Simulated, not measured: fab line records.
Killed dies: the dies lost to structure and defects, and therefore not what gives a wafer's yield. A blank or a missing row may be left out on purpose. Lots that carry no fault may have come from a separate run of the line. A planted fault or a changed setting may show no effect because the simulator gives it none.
Which tool was responsible? ; flow nand harc ; 14 lots, 42 wafers sampled, at 5 steps of a route of 1159

== WHAT EACH GAUGE READ, for each wafer ==
NHARC_END_SORT_01. Usual: killed at array 26, standard deviation 11; killed at other 0.4, standard deviation 0.78; killed at periphery 3.4, standard deviation 2.4; killed dies 29, standard deviation 11; killed open 3.1, standard deviation 1.9; killed short 1.9, standard deviation 1.4.
lot;measured;on;killed at array;killed at other;killed at periphery;killed dies;killed open;killed short;flag
L468;day 22 09:58;prober-02;33 38 32;0 0 0;4 3 6;37 41 38;3 3 6;1 3 3;
L470;day 23 00:46;prober-01;16 14 17;0 0 0;5 3 4;21 17 21;2 2 8;7 3 1;
L469;day 22 17:03;prober-01;23 35 31;1 0 0;2 2 2;26 37 33;2 1 4;4 3 2;
L471;day 23 16:25;prober-01;24 19 24;0 0 0;4 3 4;28 22 28;1 6 1;2 0 1;
L472;day 23 00:50;prober-02;22 10 12;0 0 1;4 4 6;26 14 19;3 1 1;0 1 0;
L474;day 23 08:41;prober-02;28 39 18;0 0 0;2 0 1;30 39 19;3 5 1;3 1 0;
L473;day 23 17:24;prober-02;12 21 14;1 0 0;2 2 1;15 23 15;1 3 1;0 2 1;
L475;day 24 00:25;prober-02;43 26 45;0 0 1;1 2 11;44 28 57;6 2 3;0 1 2;
L477;day 24 01:52;prober-01;32 26 22;0 0 0;4 2 6;36 28 28;8 3 7;2 1 2;
L480;day 24 08:00;prober-01;31 44 36;0 0 2;4 2 1;35 46 39;1 2 1;0 0 1;
L481;day 24 23:32;prober-01;37 28 649;1 0 1;3 2 2;41 30 652;5 2 2;1 2 3;OFF
L486;day 25 18:58;prober-02;28 665 49;0 0 0;5 4 1;33 669 50;3 5 2;2 0 3;OFF
L489;day 25 23:50;prober-01;17 17 19;0 0 1;3 1 3;20 18 23;3 3 3;3 2 2;
L490;day 26 06:52;prober-01;15 15 20;0 1 0;3 8 13;18 24 33;4 3 3;0 3 7;

== WHICH TOOL RAN EACH LOT (tool, then ch and the chambers of the sampled wafers, then the start) ==
lot;NHARC_A_CHANNEL_HOLE_D1_DEP_01;NHARC_A_M1_DEGAS_29;NHARC_A_M1_ANNEAL_31;NHARC_THIN_TSV_ETCHBACK_48
L468;pecvd-01 ch 1,2, day 8 10:09;pvd sputter-03, day 18 01:03;rtp anneal-02 ch 0, day 18 01:49;rie diel-10 ch 0,3, day 21 16:23
L470;pecvd-03 ch 0,2, day 8 18:30;pvd sputter-03, day 18 02:12;rtp anneal-01 ch 0, day 18 02:55;rie diel-10 ch 0,3, day 21 20:13
L469;pecvd-04 ch 0,1, day 8 18:34;pvd sputter-01, day 18 01:47;rtp anneal-02 ch 0, day 18 02:34;rie diel-09 ch 1,2,3, day 21 18:52
L471;pecvd-03 ch 0,2, day 9 06:43;pvd sputter-02, day 18 11:44;rtp anneal-02 ch 0, day 18 12:27;rie diel-12 ch 2,3, day 21 22:46
L472;pecvd-03 ch 0,1,2, day 9 09:41;pvd sputter-01, day 18 11:03;rtp anneal-01 ch 0, day 18 11:47;rie diel-10 ch 2,3, day 21 21:20
L474;pecvd-04 ch 1,2, day 9 18:38;pvd sputter-03, day 19 14:31;rtp anneal-01 ch 0, day 19 15:16;rie diel-10 ch 0,1,2, day 21 23:38
L473;pecvd-01 ch 0,1,2, day 9 18:52;pvd sputter-02, day 19 15:21;rtp anneal-01 ch 0, day 19 16:10;rie diel-12 ch 0,1,3, day 22 01:10
L475;pecvd-03 ch 0,1,2, day 10 15:27;pvd sputter-03, day 20 14:38;rtp anneal-01 ch 0, day 20 15:25;rie diel-12 ch 1,2,3, day 22 04:38
L477;pecvd-04 ch 0,2, day 11 03:52;pvd sputter-02, day 20 14:23;rtp anneal-02 ch 0, day 20 15:13;rie diel-09 ch 0,3, day 22 03:17
L480;pecvd-03 ch 0,1,2, day 11 05:37;pvd sputter-03, day 21 03:45;rtp anneal-01 ch 0, day 21 04:31;rie diel-09 ch 0,2,3, day 22 07:00
L481;pecvd-04 ch 1,2, day 11 13:55;pvd sputter-02, day 21 21:49;rtp anneal-01 ch 0, day 21 23:07;rie diel-09 ch 1,2, day 22 23:19
L486;pecvd-04 ch 0,1,2, day 12 22:05;pvd sputter-03, day 22 15:28;rtp anneal-02 ch 0, day 22 16:14;rie diel-09 ch 0,2, day 23 16:02
L489;pecvd-01 ch 0,2, day 13 16:25;pvd sputter-03, day 23 02:21;rtp anneal-02 ch 0, day 23 03:15;rie diel-10 ch 0,1,2, day 24 00:28
L490;pecvd-03 ch 0,1,2, day 14 06:41;pvd sputter-03, day 23 19:10;rtp anneal-01 ch 0, day 23 19:55;rie diel-09 ch 0,3, day 24 16:23
- NHARC_A_CHANNEL_HOLE_D1_DEP_01: deposits SiON, target thk 140 nm.
- NHARC_A_M1_DEGAS_29: time 60 s.
- NHARC_A_M1_ANNEAL_31: time 90 s.
- NHARC_THIN_TSV_ETCHBACK_48: etches the open film in C4F8/Ar, target depth 1028.5 nm, time 405.17 s.

== WHAT THE TOOLS THEMSELVES READ (means of the sampled wafers that have a number; where no wafer has one, the mark that the record gives instead) ==
NHARC_A_CHANNEL_HOLE_D1_DEP_01. Usual: 747 W for heater power w, sd 150.
lot;tool;heater power w (W);flag
L468;pecvd-01;726;
L470;pecvd-03;906;
L469;pecvd-04;846;
L471;pecvd-03;826;
L472;pecvd-03;722;
L474;pecvd-04;872;
L473;pecvd-01;762;
L475;pecvd-03;736;
L477;pecvd-04;620;
L480;pecvd-03;797;
L481;pecvd-04;824;
L486;pecvd-04;734;
L489;pecvd-01;799;
L490;pecvd-03;682;

NHARC_A_M1_DEGAS_29. Usual: 328 W for heater power w, sd 34.
lot;tool;heater power w (W);flag
L468;pvd sputter-03;305;
L470;pvd sputter-03;313;
L469;pvd sputter-01;374;
L471;pvd sputter-02;333;
L472;pvd sputter-01;362;
L474;pvd sputter-03;339;
L473;pvd sputter-02;353;
L475;pvd sputter-03;318;
L477;pvd sputter-02;326;
L480;pvd sputter-03;343;
L481;pvd sputter-02;330;
L486;pvd sputter-03;309;
L489;pvd sputter-03;303;
L490;pvd sputter-03;315;

NHARC_A_M1_ANNEAL_31. Usual: 226.0 for wafer_temp_C_max, sd 0.32.
lot;tool;wafer_temp_C_max;flag
L468;rtp anneal-02;225.5;
L470;rtp anneal-01;226.3;
L469;rtp anneal-02;225.9;
L471;rtp anneal-02;225.8;
L472;rtp anneal-01;225.9;
L474;rtp anneal-01;226.0;
L473;rtp anneal-01;226.0;
L475;rtp anneal-01;226.2;
L477;rtp anneal-02;225.6;
L480;rtp anneal-01;226.0;
L481;rtp anneal-01;226.3;
L486;rtp anneal-02;225.9;
L489;rtp anneal-02;225.8;
L490;rtp anneal-01;226.0;

NHARC_THIN_TSV_ETCHBACK_48. Usual: oes product au 0.95 a.u., standard deviation 0.032; rf vpp V 547 V, standard deviation 3.7.
lot;tool;oes product au (a.u.);rf vpp V (V);flag
L468;rie diel-10;0.92;546;
L470;rie diel-10;0.93;549;
L469;rie diel-09;1.01;548;
L471;rie diel-12;0.91;545;
L472;rie diel-10;0.92;548;
L474;rie diel-10;1.01;549;
L473;rie diel-12;0.92;545;
L475;rie diel-12;0.91;547;
L477;rie diel-09;0.93;549;
L480;rie diel-09;0.97;547;
L481;rie diel-09;0.92;548;
L486;rie diel-09;0.95;546;
L489;rie diel-10;0.99;548;
L490;rie diel-09;0.98;550;

== THE ANSWER, worked out from the rows above alone ==
Rule: take the mean of a lot's wafers that have a number; if it is more than 3 standard deviations from the usual mean, the lot is off. A lot without any number at a reading at which 4 lots or more have one is off too. Where the step has rows for the other lots, those lots are counted as sound. First the gauges in route order, then the tools' own readings, where a lot's mean is used as printed above. The first step at which some lot is off is used, and at that step the reading that is off furthest; a lot without a number counts as furthest.
Off at NHARC_END_SORT_01 (killed dies): L481, L486.
If a tool, at a process step before that reading, ran all the lots that are off and no sound lot after the first of them, it fits. The gauges at NHARC_END_SORT_01 are tried like those tools. One fits: pecvd-04 at NHARC_A_CHANNEL_HOLE_D1_DEP_01. Its last sound lot is L477 (day 11 03:52), its first lot that is off L481 (day 11 13:55): a fault that began between those two fits.

== WHAT WAS PUT IN BY THE SIMULATOR ==
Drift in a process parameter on pecvd-04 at NHARC_A_CHANNEL_HOLE_D1_DEP_01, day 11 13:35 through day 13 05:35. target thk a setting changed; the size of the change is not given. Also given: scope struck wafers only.
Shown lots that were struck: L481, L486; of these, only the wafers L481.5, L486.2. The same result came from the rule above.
